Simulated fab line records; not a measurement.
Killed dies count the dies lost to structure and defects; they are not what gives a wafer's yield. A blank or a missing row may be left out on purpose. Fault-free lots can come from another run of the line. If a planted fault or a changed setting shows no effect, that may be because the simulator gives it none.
Commonality check across tools / flow nand-harc / 10 lots and 30 wafers in the sample

== WHAT PROMPTED THE OPENING ==
On 2 of the 10 lots, a flag is raised at NHARC_END_SORT_01 on the reading killed-dies. Fault-free wafers read 32, with a standard deviation of 8.7.
Rule: flag the lot when none of its wafers has a number, or when each of its wafers that has one lies beyond 4 standard deviations from that mean. The other lots count as sound.

lot=L817; measured=day 20 05:33; on=prober-02; killed-dies, wafer by wafer=46 36 26; flag=
lot=L818; measured=day 20 18:22; on=prober-01; killed-dies, wafer by wafer=30 48 31; flag=
lot=L821; measured=day 21 05:57; on=prober-02; killed-dies, wafer by wafer=41 29 33; flag=
lot=L820; measured=day 21 12:55; on=prober-02; killed-dies, wafer by wafer=25 30 34; flag=
lot=L823; measured=day 21 13:43; on=prober-01; killed-dies, wafer by wafer=27 36 28; flag=
lot=L824; measured=day 21 20:43; on=prober-01; killed-dies, wafer by wafer=36 23 31; flag=
lot=L827; measured=day 22 11:03; on=prober-02; killed-dies, wafer by wafer=41 40 29; flag=
lot=L829; measured=day 23 02:01; on=prober-01; killed-dies, wafer by wafer=85 90 93; flag=FLAGGED
lot=L826; measured=day 23 02:02; on=prober-02; killed-dies, wafer by wafer=31 43 35; flag=
lot=L830; measured=day 23 21:09; on=prober-01; killed-dies, wafer by wafer=101 133 107; flag=FLAGGED
Average over the flagged lots: 102; offset from the usual +70, equal to +8 standard deviations.

== TOOL THAT RAN EACH LOT ==
The record holds 3 process steps before the reading, out of a route of 1159 steps. Cell contents, in order: the tool; ch with the chambers the sampled wafers went through; the start.
lot=L817; flag=; NHARC_A_CONTACT_ETCH_138=har-cap-etch-01 ch 0,1, day 17 19:17; NHARC_THIN_TSV_DESCUM_14=rie-diel-01 ch 2,3, day 19 06:49; NHARC_THIN_TSV_STRIP_62=plasma-asher-01 ch 0,1, day 19 09:26
lot=L818; flag=; NHARC_A_CONTACT_ETCH_138=har-cap-etch-01 ch 0,1, day 18 15:30; NHARC_THIN_TSV_DESCUM_14=rie-diel-01 ch 0,1, day 20 01:42; NHARC_THIN_TSV_STRIP_62=plasma-asher-02 ch 0,1, day 20 04:47
lot=L821; flag=; NHARC_A_CONTACT_ETCH_138=har-cap-etch-02 ch 0,1, day 18 21:46; NHARC_THIN_TSV_DESCUM_14=rie-diel-13 ch 0,1,2, day 20 13:56; NHARC_THIN_TSV_STRIP_62=plasma-asher-01 ch 0,1, day 20 16:24
lot=L820; flag=; NHARC_A_CONTACT_ETCH_138=har-cap-etch-03 ch 0,1, day 19 03:50; NHARC_THIN_TSV_DESCUM_14=rie-diel-06 ch 2,3, day 20 21:35; NHARC_THIN_TSV_STRIP_62=plasma-asher-02 ch 0,1, day 21 00:02
lot=L823; flag=; NHARC_A_CONTACT_ETCH_138=har-cap-etch-03 ch 0,1, day 19 09:31; NHARC_THIN_TSV_DESCUM_14=rie-diel-13 ch 1,2,3, day 20 22:40; NHARC_THIN_TSV_STRIP_62=plasma-asher-02 ch 0,1, day 21 01:10
lot=L824; flag=; NHARC_A_CONTACT_ETCH_138=har-cap-etch-02 ch 0,1, day 19 02:39; NHARC_THIN_TSV_DESCUM_14=rie-diel-13 ch 0,1, day 20 20:12; NHARC_THIN_TSV_STRIP_62=plasma-asher-01 ch 0,1, day 20 23:06
lot=L827; flag=; NHARC_A_CONTACT_ETCH_138=har-cap-etch-01 ch 0,1, day 20 04:04; NHARC_THIN_TSV_DESCUM_14=rie-diel-06 ch 1,2,3, day 21 16:35; NHARC_THIN_TSV_STRIP_62=plasma-asher-01 ch 0,1, day 21 19:10
lot=L829; flag=FLAGGED; NHARC_A_CONTACT_ETCH_138=har-cap-etch-02 ch 0, day 20 20:47; NHARC_THIN_TSV_DESCUM_14=rie-diel-13 ch 0,1,2, day 22 12:23; NHARC_THIN_TSV_STRIP_62=plasma-asher-01 ch 0,1, day 22 14:52
lot=L826; flag=; NHARC_A_CONTACT_ETCH_138=har-cap-etch-03 ch 0,1, day 20 19:52; NHARC_THIN_TSV_DESCUM_14=rie-diel-06 ch 1,2, day 22 11:07; NHARC_THIN_TSV_STRIP_62=plasma-asher-02 ch 0,1, day 22 13:46
lot=L830; flag=FLAGGED; NHARC_A_CONTACT_ETCH_138=har-cap-etch-02 ch 0,1, day 21 10:01; NHARC_THIN_TSV_DESCUM_14=rie-diel-01 ch 0,3, day 23 04:01; NHARC_THIN_TSV_STRIP_62=plasma-asher-02 ch 0,1, day 23 06:28
What these steps do:
- NHARC_A_CONTACT_ETCH_138: etches the open film in C4F8/O2/Ar, time 132 s, target depth 1289 nm.
- NHARC_THIN_TSV_DESCUM_14: chemistry O2, time 3 s.
- NHARC_THIN_TSV_STRIP_62: strips in N2/H2, time 20 s.
- NHARC_END_SORT_01

== FLAGGED AGAINST TOTAL, ONE TOOL AT A TIME (gauges that did the reading follow at the end) ==
step=NHARC_A_CONTACT_ETCH_138; tool=har-cap-etch-01; lots run=3; flagged=0; share of the flagged lots=none; sound lots run after its first flagged lot=-
step=NHARC_A_CONTACT_ETCH_138; tool=har-cap-etch-02; lots run=4; flagged=2; share of the flagged lots=all; sound lots run after its first flagged lot=0
step=NHARC_A_CONTACT_ETCH_138; tool=har-cap-etch-03; lots run=3; flagged=0; share of the flagged lots=none; sound lots run after its first flagged lot=-
step=NHARC_THIN_TSV_DESCUM_14; tool=rie-diel-01; lots run=3; flagged=1; share of the flagged lots=some; sound lots run after its first flagged lot=0
step=NHARC_THIN_TSV_DESCUM_14; tool=rie-diel-06; lots run=3; flagged=0; share of the flagged lots=none; sound lots run after its first flagged lot=-
step=NHARC_THIN_TSV_DESCUM_14; tool=rie-diel-13; lots run=4; flagged=1; share of the flagged lots=some; sound lots run after its first flagged lot=0
step=NHARC_THIN_TSV_STRIP_62; tool=plasma-asher-01; lots run=5; flagged=1; share of the flagged lots=some; sound lots run after its first flagged lot=0
step=NHARC_THIN_TSV_STRIP_62; tool=plasma-asher-02; lots run=5; flagged=1; share of the flagged lots=some; sound lots run after its first flagged lot=0
step=NHARC_END_SORT_01; tool=prober-01; lots run=5; flagged=2; share of the flagged lots=all; sound lots run after its first flagged lot=0
step=NHARC_END_SORT_01; tool=prober-02; lots run=5; flagged=0; share of the flagged lots=none; sound lots run after its first flagged lot=-

== WHAT IS ALLOWED BY THE TABLE ==
har-cap-etch-02 at NHARC_A_CONTACT_ETCH_138 and prober-01 at NHARC_END_SORT_01 are the 2 rows of the table that ran each flagged lot.
- har-cap-etch-02 at NHARC_A_CONTACT_ETCH_138 ran 4 lots, 2 of them flagged. A fault beginning between L824 (day 19 02:39), its last sound lot, and L829 (day 20 20:47), its first flagged one, fits the data.
- prober-01 at NHARC_END_SORT_01 ran 5 lots, 2 of them flagged. A fault beginning between L824 (day 21 20:43), its last sound lot, and L829 (day 23 02:01), its first flagged one, fits the data.
A lot count leaves these 2 tools indistinguishable: every one of them fits a fault beginning at some hour. More lots, or a look at what each step does to the wafer, might.

== WHAT THE SIMULATOR HAD PUT IN ==
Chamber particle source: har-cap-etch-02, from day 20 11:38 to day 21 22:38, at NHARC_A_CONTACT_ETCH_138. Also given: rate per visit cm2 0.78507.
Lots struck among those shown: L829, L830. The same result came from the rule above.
